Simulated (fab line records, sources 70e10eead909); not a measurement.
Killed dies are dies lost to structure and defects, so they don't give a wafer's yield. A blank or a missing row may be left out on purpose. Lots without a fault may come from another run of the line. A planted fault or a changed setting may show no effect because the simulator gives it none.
A struck lot beside a sound one | flow nand_harc | 18 steps out of a route of 1302
Sound: wafers L340.1, L340.5, L340.6. Struck: wafers L349.2, L349.3, L349.6. The cause comes at the end.
At each step with rows: each side's tool, then ch and its chambers, then its first start. Under that, the readings that differ: sound wafers | struck wafers | difference of the means | sigmas: that difference in standard deviations of wafers without a fault.
alike: readings whose means differ by less than 2 such deviations, and words and numbers that are the same on both sides. not compared: withheld readings, readings that some wafer has no value for, bounds like >300 that may hide the same value, and numbers for which the record gives no deviation and whose values overlap.
The two part at a step that has a row with sigmas, a row that says differs or no value, or rows on one side only. Numbers that don't overlap but have no deviation are shown without sigmas and don't part them. A reading that every wafer of one side lacks parts them only if that side has two wafers or more.

NHARC_P_ZERO_WELL_CD_MEAS_24: target cd 720 nm.
  sound on cd_sem-02 ch 0, day 2 18:36; struck on cd_sem-01 ch 0, day 6 12:41
  alike: cd_nm
then, 1 step without rows for these wafers: NHARC_P_ZERO_WELL_HARDBAKE_25 (time 80 s).
NHARC_P_ZERO_WELL_DESCUM_26: chemistry O2, time 3 s.
  sound on rie_diel-04 ch 0,2, day 2 18:47; struck on rie_diel-12 ch 2,3, day 6 12:50
  alike: drypump_motor_current_A, oes_product_au, rf_vpp_V, showerhead_plenum_p_Torr, throttle_valve_pct
  not compared: rf_hours_counter_h
then, 9 steps without rows for these wafers: NHARC_P_ZERO_WELL_IMPLANT_27; NHARC_P_ZERO_WELL_IMPLANT_57; NHARC_P_ZERO_WELL_IMPLANT_58; NHARC_P_ZERO_WELL_STRIP_28 (strips in SPM, time 840 s); NHARC_P_ZERO_WELL_DEHYDRATE_29 (time 120 s); NHARC_P_ZERO_WELL_HMDS_30 (time 30 s); NHARC_P_ZERO_WELL_COAT_31; NHARC_P_ZERO_WELL_SOFTBAKE_32 (time 95 s); NHARC_P_ZERO_WELL_EBR_33.
NHARC_P_ZERO_WELL_EXPOSE_34: exposes mask P PWELL, target cd 720 nm.
  sound on krf_scanner-03 ch 0, day 2 20:06; struck on krf_scanner-04 ch 0, day 6 14:03
  reading | sound                         | struck                                 | difference | sigmas
  mask    | P_PWELL#0 P_PWELL#0 P_PWELL#0 | P_PWELL_R1#0 P_PWELL_R1#0 P_PWELL_R1#0 | differs    |
then, 2 steps without rows for these wafers: NHARC_P_ZERO_WELL_PEB_35 (peb time 85 s); NHARC_P_ZERO_WELL_DEVELOP_36 (time 70 s).
NHARC_P_ZERO_WELL_CD_MEAS_37: target cd 720 nm.
  sound on cd_sem-02 ch 0, day 2 20:16; struck on cd_sem-01 ch 0, day 6 14:12
  reading    | sound             | struck            | difference | sigmas
  cd_nm (nm) | 718.8 719.4 719.9 | 675.6 676.6 676.3 | -43.2      | -31
then, 1 step without rows for these wafers: NHARC_P_ZERO_WELL_HARDBAKE_38 (time 80 s).
-- the record jumps here: 22 days lie between the struck wafers' starts before and after (it left off in module P_ZERO_WELL and takes up again in module END, whose first step shown is number 1302 of the route) --
NHARC_END_SORT_01:
  the record has rows for the struck wafers here (prober-02 ch 0, day 28 09:50) and none for the sound ones

WHERE THEY PART
First at NHARC_P_ZERO_WELL_EXPOSE_34; last, within this record, at NHARC_END_SORT_01.

WHY: what the simulator had put in
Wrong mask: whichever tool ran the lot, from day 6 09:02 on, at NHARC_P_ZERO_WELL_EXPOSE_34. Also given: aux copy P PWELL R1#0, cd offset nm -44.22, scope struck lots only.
